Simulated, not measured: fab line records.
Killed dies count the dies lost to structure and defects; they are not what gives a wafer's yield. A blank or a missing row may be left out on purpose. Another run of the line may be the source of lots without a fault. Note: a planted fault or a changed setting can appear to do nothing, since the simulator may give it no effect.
fab line records ; flow n5Finfet ; part 2 of 2: steps 4 to 6 of 6
record: lots: 20; wafers: 60; lastDay: 17
route steps=1938 shown SD_EPI_N@278 SD_EPI_P@311 SDB@360 HKMG_FIN@386
lots untouched by any fault: they come from a run of this same line in which no faults occurred
startH: start of the lot's first displayed wafer, in hours after the record's first day ; waitH: hours since the lot's step before ; " same as the row above ; L1.1+2: one row covering several wafers at once ; - no value present, or no start provided ; * or withheld: withheld ; < > ~ a bound
route shown NAME@n: names a module that has steps shown in the file, with the first one's number in the route ; usual: mean/standard deviation of fault-free wafers ; same: alike in all rows ; chamber/n: place in a boat ; sites: readings site by site ; _std_site: how widely they spread, as a standard deviation ; _edge_site: outer sites' mean less inner sites' ; radiusMm: for every site, how far away it sits from the centre of the wafer ; mask NAME#n: copy n ; behind: tool/chamber where the wafer was last shaped ; hold: cause of the lot's hold/its duration in hours/its outcome ; device: the n, p or np transistor that did not switch ; end of line: the same wafers' tests at the end of the route ; where a step has no rows: the recipe by itself ; killed: at the first sort, the dies lost to defects and structure; wafer yield is something else ; map: a wafer's dies, marking killed ones x, the rest . and places with no die _
set.NAME: setting as actually run; set.NAME@STEP: the setting as run at that earlier step ; model.NAME: the simulator's own value behind a step, which no gauge read
one table for each step of the route and one row for each wafer, over a sample of lots
services: the hour from which a tool's chamber was out of use, counted from the record's first day as startH (under 0 if before that day), plus the number of hours and why
== steps ==
step: N5_SDB_ETCH_17
recipe: chemistry: CF4; target: SiARC; targetDepthA: 234; maskMaterial: CAR-ArF; timeS: 39; ionEnergyEv: 80; pressureMtorr: 40; sourceW: 545; biasW: 36; Ar_flow_sccm: 100; cf4FlowSccm: 100; ends: cleared
usual: biasW: 36.01/0.12; drypumpMotorCurrentA: 5.74/0.3; etchRfOnTimeS: 38.6/0.61; oesProductAu: 0.68/0.074; rfVppV: 184.6/1.1; showerheadPlenumPTorr: 2.18/0.064; throttleValvePct: 15.57/0.26
lot.wafer;tool;chamber;startH;waitH;biasW;drypumpMotorCurrentA;etchRfOnTimeS;oesProductAu;rfHoursCounterH;rfVppV;showerheadPlenumPTorr;throttleValvePct
L074.4;rieDiel-04;1;67.04;0.0;36.11;6.44;38.7;0.60;-;186.4;2.21;15.91
L074.5;rieDiel-04;0;67.04;0.0;35.82;6.25;39.3;0.63;-;186.1;2.22;15.67
L074.6;rieDiel-04;3;67.04;0.0;36.14;6.24;38.5;0.68;-;183.7;2.15;15.84
L075.1;rieDiel-05;2;73.79;0.0;36.02;5.53;38.3;0.78;16;185.0;2.18;15.40
L075.3;rieDiel-05;3;73.79;0.0;35.99;5.82;37.3;0.79;17;184.6;2.10;15.39
L075.6;rieDiel-05;2;73.79;0.0;35.95;5.51;38.2;0.79;-;185.0;2.18;15.40
L077.1;rieDiel-05;0;87.33;0.0;36.14;5.65;38.2;0.79;7;185.1;2.28;15.20
L077.2;rieDiel-05;3;87.33;0.0;36.05;5.83;37.9;0.77;21;184.0;2.10;15.40
L077.5;rieDiel-05;1;87.33;0.0;36.00;5.51;39.1;0.62;-;184.8;2.22;15.64
L078.1;rieDiel-05;3;89.10;0.0;36.06;5.84;38.0;0.77;22;185.1;2.10;15.42
L078.3;rieDiel-05;1;89.10;0.0;36.07;5.50;39.1;0.63;155;184.3;2.22;15.65
L078.5;rieDiel-05;1;89.10;0.0;35.95;5.50;39.2;0.63;-;186.9;2.22;15.64
L079.2;rieDiel-03;0;95.53;0.0;35.90;5.65;39.5;0.60;210;185.1;2.20;15.89
L079.4;rieDiel-03;0;95.53;0.0;35.89;5.68;39.5;0.59;-;184.5;2.20;15.87
L079.5;rieDiel-03;2;95.53;0.0;35.98;5.76;38.4;0.80;-;185.2;2.27;15.23
L081.3;rieDiel-05;0;109.08;0.0;35.97;5.66;38.1;0.78;15;186.9;2.28;15.23
L081.4;rieDiel-05;3;109.08;0.0;36.00;5.84;37.6;0.76;29;183.1;2.10;15.41
L081.5;rieDiel-05;3;109.08;0.0;35.97;5.84;37.6;0.76;-;183.6;2.10;15.41
L082.2;rieDiel-05;2;116.17;0.0;35.98;5.49;38.2;0.76;31;183.0;2.18;15.43
L082.3;rieDiel-05;1;116.17;0.0;35.84;5.53;39.1;0.61;165;185.2;2.22;15.68
L082.6;rieDiel-05;0;116.17;0.0;36.10;5.67;38.0;0.78;-;185.5;2.28;15.24
L083.3;rieDiel-03;2;124.00;0.0;35.97;5.74;38.8;0.78;30;185.8;2.27;15.23
L083.4;rieDiel-03;1;124.00;0.0;35.91;5.44;38.3;0.65;146;182.9;2.06;15.20
L083.5;rieDiel-03;0;124.00;0.0;36.30;5.69;39.5;0.59;-;185.2;2.20;15.86
L084.4;rieDiel-04;2;126.43;0.0;36.06;6.06;39.2;0.66;146;184.1;2.14;15.95
L084.5;rieDiel-04;0;126.43;0.0;35.93;6.26;39.1;0.62;-;185.4;2.21;15.71
L084.6;rieDiel-04;1;126.43;0.0;36.01;6.46;38.6;0.59;-;186.0;2.21;15.97
L085.2;rieDiel-05;1;131.66;0.0;36.05;5.53;38.8;0.62;170;185.3;2.22;15.68
L085.4;rieDiel-05;3;131.66;0.0;36.00;5.83;37.8;0.75;37;183.7;2.10;15.43
L085.5;rieDiel-05;3;131.66;0.0;35.81;5.82;37.7;0.75;-;184.3;2.10;15.43
L086.1;rieDiel-05;3;136.43;0.0;35.94;5.84;37.6;0.75;39;184.9;2.10;15.44
L086.2;rieDiel-05;0;136.43;0.0;35.96;5.65;37.7;0.76;24;186.4;2.28;15.25
L086.6;rieDiel-05;3;136.43;0.0;36.05;5.83;37.4;0.75;-;183.8;2.10;15.44
L087.1;rieDiel-05;3;143.61;0.0;36.02;5.83;38.7;0.74;41;184.0;2.09;15.44
L087.2;rieDiel-05;2;143.61;0.0;36.01;5.50;39.4;0.74;40;185.5;2.17;15.44
L087.3;rieDiel-05;1;143.61;0.0;36.13;5.49;39.7;0.60;174;184.8;2.22;15.68
L088.1;rieDiel-05;0;153.98;0.0;36.20;5.66;38.6;0.75;30;187.3;2.27;15.26
L088.4;rieDiel-05;3;153.98;0.0;36.07;5.82;38.0;0.74;45;183.7;2.09;15.44
L088.5;rieDiel-05;2;153.98;0.0;36.08;5.49;39.0;0.74;-;183.7;2.17;15.45
L089.1;rieDiel-03;0;157.42;0.0;36.04;5.66;39.8;0.58;224;184.0;2.20;15.89
L089.3;rieDiel-03;3;157.42;0.0;35.73;5.55;39.7;0.62;172;184.1;2.13;15.91
L089.6;rieDiel-03;1;157.42;0.0;35.98;5.46;38.5;0.64;-;183.0;2.05;15.23
L090.3;rieDiel-05;1;160.28;0.0;36.02;5.50;39.0;0.61;179;184.8;2.21;15.71
L090.4;rieDiel-05;0;160.28;0.0;35.89;5.66;38.0;0.75;32;185.2;2.27;15.27
L090.6;rieDiel-05;2;160.28;0.0;35.87;5.50;38.2;0.74;-;184.5;2.17;15.47
L091.1;rieDiel-04;0;168.89;0.0;36.01;6.26;38.7;0.61;224;186.0;2.20;15.73
L091.2;rieDiel-04;2;168.89;0.0;36.12;6.07;39.3;0.65;159;185.0;2.14;15.96
L091.6;rieDiel-04;0;168.89;0.0;36.12;6.24;38.6;0.61;-;184.7;2.20;15.72
L092.1;rieDiel-05;1;175.67;0.0;35.86;5.52;39.4;0.60;184;185.1;2.21;15.70
L092.2;rieDiel-05;0;175.67;0.0;35.80;5.64;37.9;0.74;37;185.1;2.27;15.28
L092.3;rieDiel-05;3;175.67;0.0;36.12;5.83;37.7;0.74;52;182.9;2.09;15.47
L093.3;rieDiel-03;3;180.59;0.0;36.03;5.53;39.3;0.61;181;183.8;2.13;15.93
L093.4;rieDiel-03;0;180.59;0.0;35.91;5.65;39.5;0.58;233;185.1;2.20;15.89
L093.6;rieDiel-03;3;180.59;0.0;36.09;5.54;39.6;0.61;-;184.1;2.13;15.94
L094.1;rieDiel-03;1;187.77;0.0;36.21;5.44;38.3;0.64;168;183.5;2.05;15.23
L094.4;rieDiel-03;3;187.77;0.0;35.97;5.51;39.4;0.61;183;185.4;2.13;15.94
L094.6;rieDiel-03;0;187.77;0.0;35.88;5.64;39.5;0.58;-;184.1;2.20;15.90
L096.3;rieDiel-04;3;205.36;0.0;35.90;6.27;38.2;0.65;187;184.0;2.13;15.95
L096.4;rieDiel-04;0;205.36;0.0;35.98;6.23;38.9;0.60;-;185.5;2.20;15.77
L096.6;rieDiel-04;2;205.36;0.0;36.06;6.04;39.2;0.64;-;185.6;2.13;15.99
step: N5_SDB_STRIP_22
recipe: chemistry: N2/H2; powerW: 1000; tempC: 250; h2Frac: 0.65; overashFraction: 0.3; pressureMtorr: withheld; n2FlowSccm: 1750; h2FlowSccm: 3250
usual: drypumpMotorCurrentA: 5.61/0.24; heaterPowerW: 347/30; oesProductAu: 0.715/0.0051; stripTimeToEndpointS: 96.3/0.36
same: overashFraction: 0.3
lot.wafer;tool;chamber;startH;waitH;drypumpMotorCurrentA;heaterPowerW;oesProductAu;rfHoursCounterH;stripTimeToEndpointS
L074.4;plasmaAsher-01;0;67.34;0.1;5.82;351;0.705;-;96.0
L074.5;plasmaAsher-01;0;67.34;0.1;5.81;360;0.715;-;96.3
L074.6;plasmaAsher-01;1;67.34;0.1;5.72;343;0.719;-;95.8
L075.1;plasmaAsher-02;0;74.07;0.1;5.24;382;0.709;36;95.9
L075.3;plasmaAsher-02;1;74.07;0.1;5.70;308;0.713;-;95.8
L075.6;plasmaAsher-02;1;74.07;0.1;5.72;309;0.713;-;95.9
L077.1;plasmaAsher-01;1;87.61;0.1;5.77;336;0.707;88;95.6
L077.2;plasmaAsher-01;0;87.61;0.1;5.81;357;0.721;88;95.4
L077.5;plasmaAsher-01;1;87.61;0.1;5.74;336;0.719;-;96.1
L078.1;plasmaAsher-01;0;89.37;0.1;5.82;347;0.720;89;95.4
L078.3;plasmaAsher-01;0;89.37;0.1;5.84;350;0.713;-;95.7
L078.5;plasmaAsher-01;0;89.37;0.1;5.82;360;0.709;-;96.0
L079.2;plasmaAsher-01;0;95.80;0.1;5.83;353;0.723;91;96.5
L079.4;plasmaAsher-01;1;95.80;0.1;5.75;340;0.717;-;96.8
L079.5;plasmaAsher-01;1;95.80;0.1;5.73;359;0.707;-;96.4
L081.3;plasmaAsher-01;1;109.41;0.1;5.75;336;0.704;-;95.9
L081.4;plasmaAsher-01;0;109.41;0.1;5.84;365;0.715;-;95.8
L081.5;plasmaAsher-01;0;109.41;0.1;5.83;354;0.715;-;95.6
L082.2;plasmaAsher-02;1;116.45;0.1;5.68;307;0.720;42;96.1
L082.3;plasmaAsher-02;0;116.45;0.1;5.21;383;0.713;-;96.5
L082.6;plasmaAsher-02;0;116.45;0.1;5.22;385;0.717;-;96.3
L083.3;plasmaAsher-01;0;124.31;0.1;5.83;353;0.710;-;96.1
L083.4;plasmaAsher-01;1;124.31;0.1;5.73;341;0.716;-;96.1
L083.5;plasmaAsher-01;1;124.31;0.1;5.75;345;0.712;-;96.4
L084.4;plasmaAsher-01;1;126.75;0.1;5.76;338;0.723;-;96.9
L084.5;plasmaAsher-01;0;126.75;0.1;5.82;353;0.719;-;96.7
L084.6;plasmaAsher-01;1;126.75;0.1;5.71;335;0.717;-;96.8
L085.2;plasmaAsher-02;0;131.94;0.1;5.21;385;0.723;45;97.1
L085.4;plasmaAsher-02;1;131.94;0.1;5.66;310;0.710;-;96.6
L085.5;plasmaAsher-02;1;131.94;0.1;5.70;308;0.713;-;96.3
L086.1;plasmaAsher-02;0;136.71;0.1;5.22;389;0.710;46;96.0
L086.2;plasmaAsher-02;1;136.71;0.1;5.65;302;0.715;46;96.1
L086.6;plasmaAsher-02;1;136.71;0.1;5.69;312;0.704;-;96.1
L087.1;plasmaAsher-02;1;143.90;0.1;5.68;305;0.713;47;96.8
L087.2;plasmaAsher-02;0;143.90;0.1;5.24;386;0.714;47;96.5
L087.3;plasmaAsher-02;1;143.90;0.1;5.72;310;0.712;-;96.8
L088.1;plasmaAsher-02;0;154.26;0.1;5.23;383;0.720;49;96.1
L088.4;plasmaAsher-02;0;154.26;0.1;5.22;386;0.715;-;95.9
L088.5;plasmaAsher-02;0;154.26;0.1;5.23;385;0.714;-;96.1
L089.1;plasmaAsher-02;1;157.69;0.1;5.73;300;0.712;50;96.8
L089.3;plasmaAsher-02;1;157.69;0.1;5.71;306;0.716;-;96.5
L089.6;plasmaAsher-02;1;157.69;0.1;5.71;317;0.710;-;96.2
L090.3;plasmaAsher-02;1;160.60;0.1;5.72;309;0.725;-;96.6
L090.4;plasmaAsher-02;0;160.60;0.1;5.21;381;0.715;-;96.5
L090.6;plasmaAsher-02;1;160.60;0.1;5.73;307;0.711;-;96.3
L091.1;plasmaAsher-01;1;169.18;0.1;5.74;339;0.717;107;96.6
L091.2;plasmaAsher-01;0;169.18;0.1;5.85;355;0.711;107;96.4
L091.6;plasmaAsher-01;1;169.18;0.1;5.75;346;0.717;-;96.5
L092.1;plasmaAsher-02;1;175.94;0.1;5.71;313;0.715;53;96.5
L092.2;plasmaAsher-02;0;175.94;0.1;5.20;389;0.714;53;96.4
L092.3;plasmaAsher-02;1;175.94;0.1;5.76;313;0.721;-;96.2
L093.3;plasmaAsher-01;1;180.91;0.1;5.74;342;0.711;-;97.1
L093.4;plasmaAsher-01;0;180.91;0.1;5.83;360;0.711;-;96.6
L093.6;plasmaAsher-01;0;180.91;0.1;5.81;357;0.712;-;96.9
L094.1;plasmaAsher-02;1;188.04;0.1;5.74;314;0.722;55;96.4
L094.4;plasmaAsher-02;0;188.04;0.1;5.24;387;0.719;-;96.6
L094.6;plasmaAsher-02;0;188.04;0.1;5.23;390;0.722;-;96.7
L096.3;plasmaAsher-01;0;205.67;0.1;5.85;353;0.711;-;96.2
L096.4;plasmaAsher-01;1;205.67;0.1;5.75;337;0.721;-;96.4
L096.6;plasmaAsher-01;1;205.67;0.1;5.76;342;0.721;-;96.6
step: N5_HKMG_FIN_HK_ALD_01
recipe: material: HfO2; targetThkA: 16; tempC: withheld; aldPrecursorFamily: HfCl4; aldCoReactant: H2O; pulseTimeS: 3; purgeTimeS: 3; coReactantPurgeTimeS: 2.5; coReactantPulseTimeS: 0.3; aldCycles: 30
usual: precursorPulseHeightRel: 0.998/0.018
lot.wafer;tool;chamber;startH;waitH;precursorPulseHeightRel
L074.4;aldHk-02;0;71.63;0.0;0.993
L074.5;aldHk-02;2;71.63;0.0;1.006
L074.6;aldHk-02;1;71.63;0.0;1.000
L075.1;aldHk-03;0;78.27;0.0;0.974
L075.3;aldHk-03;3;78.27;0.0;1.000
L075.6;aldHk-03;3;78.27;0.0;1.014
L077.1;aldHk-02;0;92.09;0.1;0.985
L077.2;aldHk-02;1;92.09;0.1;0.985
L077.5;aldHk-02;3;92.09;0.1;0.999
L078.1;aldHk-01;2;94.99;0.0;1.029
L078.3;aldHk-01;3;94.99;0.0;0.995
L078.5;aldHk-01;1;94.99;0.0;1.013
L079.2;aldHk-01;2;100.07;0.0;1.008
L079.4;aldHk-01;0;100.07;0.0;0.972
L079.5;aldHk-01;3;100.07;0.0;0.977
L081.3;aldHk-03;3;113.55;0.1;1.016
L081.4;aldHk-03;0;113.55;0.1;1.024
L081.5;aldHk-03;1;113.55;0.1;1.004
L082.2;aldHk-03;2;120.58;0.0;1.001
L082.3;aldHk-03;0;120.58;0.0;0.979
L082.6;aldHk-03;1;120.58;0.0;1.012
L083.3;aldHk-01;1;128.68;0.0;1.011
L083.4;aldHk-01;3;128.68;0.0;0.997
L083.5;aldHk-01;0;128.68;0.0;1.007
L084.4;aldHk-03;0;130.84;0.0;0.999
L084.5;aldHk-03;2;130.84;0.0;1.031
L084.6;aldHk-03;3;130.84;0.0;0.989
L085.2;aldHk-02;0;136.32;0.0;1.009
L085.4;aldHk-02;3;136.32;0.0;1.005
L085.5;aldHk-02;2;136.32;0.0;0.999
L086.1;aldHk-03;1;140.84;0.0;0.963
L086.2;aldHk-03;3;140.84;0.0;0.982
L086.6;aldHk-03;1;140.84;0.0;1.004
L087.1;aldHk-02;1;148.81;0.0;0.962
L087.2;aldHk-02;0;148.81;0.0;1.005
L087.3;aldHk-02;2;148.81;0.0;1.006
L088.1;aldHk-02;2;158.38;0.0;0.986
L088.4;aldHk-02;0;158.38;0.0;0.995
L088.5;aldHk-02;1;158.38;0.0;1.027
L089.1;aldHk-02;1;162.44;0.0;1.010
L089.3;aldHk-02;3;162.44;0.0;1.002
L089.6;aldHk-02;1;162.44;0.0;1.003
L090.3;aldHk-01;2;164.99;0.0;1.016
L090.4;aldHk-01;1;164.99;0.0;0.989
L090.6;aldHk-01;0;164.99;0.0;0.986
L091.1;aldHk-03;2;173.53;0.0;0.977
L091.2;aldHk-03;1;173.53;0.0;0.966
L091.6;aldHk-03;3;173.53;0.0;1.003
L092.1;aldHk-01;1;180.09;0.0;1.007
L092.2;aldHk-01;3;180.09;0.0;0.969
L092.3;aldHk-01;0;180.09;0.0;1.013
L093.3;aldHk-01;0;184.99;0.0;1.016
L093.4;aldHk-01;2;184.99;0.0;1.014
L093.6;aldHk-01;1;184.99;0.0;1.020
L094.1;aldHk-02;3;193.04;0.0;0.980
L094.4;aldHk-02;2;193.04;0.0;0.962
L094.6;aldHk-02;0;193.04;0.0;0.999
L096.3;aldHk-02;1;209.92;0.0;0.998
L096.4;aldHk-02;3;209.92;0.0;1.023
L096.6;aldHk-02;2;209.92;0.0;1.010
== services ==
tool;chamber;startH;hours;kind
rieDiel-01;-;40.32;0.4;repair
rieDiel-05;0;40.64;-;clean
rieDiel-05;0;40.64;-;consumableReplace:focusRing
rieDiel-05;0;40.64;-;consumableReplace:showerhead
rieDiel-05;0;40.64;23.2;scheduledDown
rieDiel-05;0;40.64;23.2;ventCycle
aldHk-02;-;50.02;1.3;repair
rieDiel-05;3;55.27;10.0;repair
rieDiel-04;2;65.79;6.7;repair
plasmaAsher-02;-;85.11;14.6;pm
rieDiel-01;3;89.53;8.7;repair
aldHk-01;-;92.42;1.3;repair
rieDiel-03;3;95.34;22.6;repair
rieDiel-01;3;103.31;18.9;repair
rieDiel-03;0;103.91;18.7;repair
rieDiel-02;2;105.26;7.6;repair
plasmaAsher-02;-;105.73;2.8;pm
rieDiel-03;-;112.50;2.8;repair
rieDiel-06;0;115.84;5.3;repair
rieDiel-04;2;116.92;6.0;repair
rieDiel-06;1;128.14;16.7;repair
rieDiel-02;2;132.32;6.3;repair
rieDiel-06;2;142.69;23.3;repair
plasmaAsher-01;-;185.40;0.7;repair
